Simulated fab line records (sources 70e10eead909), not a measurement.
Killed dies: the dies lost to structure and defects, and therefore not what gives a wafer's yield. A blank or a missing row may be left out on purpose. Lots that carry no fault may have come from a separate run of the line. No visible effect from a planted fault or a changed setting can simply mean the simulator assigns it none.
Problem report, 8D (eight disciplines) form, completed by code / flow nand harc / the parts of the form that need people (team, actions taken, sign-off) are left out

== 1. PROBLEM STATEMENT ==
killed at array at NHARC_END_SORT_01 reads a mean of 667 on 6 wafers of 2 lots; wafers without a fault read 53 with a standard deviation of 18. Relative to the usual mean, that is a shift of +34 standard deviations.
Earliest sighting: wafer L992.2 on prober-01 at day 30 21:41. The record has a number at this step for 15 wafers belonging to 5 lots. Rule for "out" (also "out of limits"): further than 4 standard deviations from the usual mean. The other wafers with a number count as sound.

== 2. WHAT IT IS AND WHAT IT IS NOT ==
question=which readings at this step | is=killed at array, killed dies | is not=killed at other, killed open
question=which lots | is=L992, L993 | is not=L983, L989, L999
question=which wafers of those lots | is=all that have a number | is not=-
question=read on which gauges | is=prober-01, prober-02 | is not=-
question=when | is=from day 30 21:41 | is not=up to then (6 sound wafers); but 3 sound wafers of L999 came after

== 3. WHAT RULES OUT EACH SUSPECT ==
Counting: a tool at a process step up to the reading stays a suspect if it ran every lot that is out and no sound lot after the first of them.
- the gauge at NHARC_END_SORT_01 is ruled out. Those wafers that are out were read across 2 gauges (prober-01, prober-02).
- plasma asher-02 at NHARC_A_STAIRCASE_STRIP_171 (strips in O2): kept. It ran every lot that is out, first L992 (day 21 23:15), and no sound lot after that.
- rie diel-02 at NHARC_A_STAIRCASE_ETCH_25 (etches the open film in C4F8/O2, target depth 100 nm, time 40.5 s): ruled out as a lasting fault. The sound lots L999 went through it after L992, its earliest lot that is out (day 22 02:38).
After counting, what remains is plasma asher-02 at NHARC_A_STAIRCASE_STRIP_171.

== 4. THE CAUSE (what the simulator had put in) ==
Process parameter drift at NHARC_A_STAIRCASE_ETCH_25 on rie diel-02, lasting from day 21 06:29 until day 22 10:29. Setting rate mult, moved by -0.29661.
The count ruled it out by mistake, since the rule takes a fault to strike every lot its tool runs from the start of the fault on, and this one did not do so.

== 5. SEQUENCE OF EFFECTS, ordered by route ==
Each row: a reading where the mean over the struck wafers with a number is more than 3 standard deviations away from the usual. Only readings whose record carries a usual standard deviation are examined. hours: median over the lots of the time between each lot's start at the first step of this table that gives one and its start at this step. sigmas: the change, counted in usual standard deviations.
hours=0; step=NHARC_A_STAIRCASE_ETCH_25; reading=oes product au; usual=0.943 a.u.; on struck wafers=0.763; change=-0.180; sigmas=-15
hours=210; step=NHARC_END_SORT_01; reading=killed at array; usual=53; on struck wafers=667; change=+614; sigmas=+34
hours=210; step=NHARC_END_SORT_01; reading=killed dies; usual=58; on struck wafers=676; change=+618; sigmas=+34
The process steps in it:
- NHARC_A_STAIRCASE_ETCH_25: etches the open film in C4F8/O2, target depth 100 nm, time 40.5 s.

== 6. WHAT WOULD HAVE CAUGHT IT SOONER ==
The first out-of-limits reading at a measuring or inspecting step in this record came at day 30 21:41, 231 hours after the fault's start at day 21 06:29.
At NHARC_A_STAIRCASE_ETCH_25, the tool's own readings (oes product au) were out on each struck wafer the step has a row for, so an alarm limit on them would have fired on the first such wafer.
